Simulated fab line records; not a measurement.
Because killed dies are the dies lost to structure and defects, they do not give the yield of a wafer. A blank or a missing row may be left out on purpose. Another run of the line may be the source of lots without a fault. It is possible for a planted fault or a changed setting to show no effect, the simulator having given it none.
Matching of chambers | flow n5 finfet | N5_BEOL_M0_SAQP_PECVD_04 on pecvd-02 has 3 sister chambers
The step deposits a-Si from SiH4/He, target thk 60 nm, time 60.2 s. 6 wafers are shown with their chamber, then 8 later ones without.

WAFERS WITH THEIR CHAMBER
wafer  | chamber | showerhead plenum p Torr (Torr) | throttle valve pct (%)
L088.1 | 0       | 5.64                            | 18.4
L088.5 | 1       | 5.68                            | 19.1
L089.2 | 2       | 5.63                            | 18.2
L089.5 | 2       | 5.63                            | 18.4
L089.6 | 0       | 5.63                            | 18.4
L091.1 | 1       | 5.69                            | 19.3

WAFERS WHOSE CHAMBER IS MISSING
wafer  | showerhead plenum p Torr (Torr) | throttle valve pct (%)
L091.3 | 5.64                            | 18.6
L091.6 | 5.64                            | 18.5
L092.1 | 5.66                            | 18.4
L092.2 | 5.69                            | 19.3
L092.5 | 5.68                            | 18.9
L097.2 | 5.63                            | 18.2
L097.4 | 5.70                            | 19.3
L097.5 | 5.63                            | 18.6

THE CHAMBER EACH PASSED THROUGH
wafer  | from the rows above     | in truth
L091.3 | can't be placed: 0 or 2 | 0
L091.6 | can't be placed: 0 or 2 | 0
L092.1 | can't be placed: 0 or 2 | 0
L092.2 | 1                       | 1
L092.5 | 1                       | 1
L097.2 | can't be placed: 2 or 0 | 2
L097.4 | 1                       | 1
L097.5 | can't be placed: 0 or 2 | 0
Correct placement for 3 of the 8. Unplaceable from these rows: 5, with the true chamber sitting among the candidates in 5. 0 placed wrongly.
How it was worked out, from the rows above alone: a wafer's distance from a chamber is the root of the sum, over the readings, of the square of ((its reading less the chamber's mean) divided by the reading's scatter). The wafer belongs to the nearest chamber; if the next one is less than 2 further off, it can't be placed. Each chamber's mean is taken over the wafers shown for it. How the scatter is found: for the shown wafers, subtract from each reading the mean of its chamber, square and add these, divide the total by (wafers less chambers), then take the root.
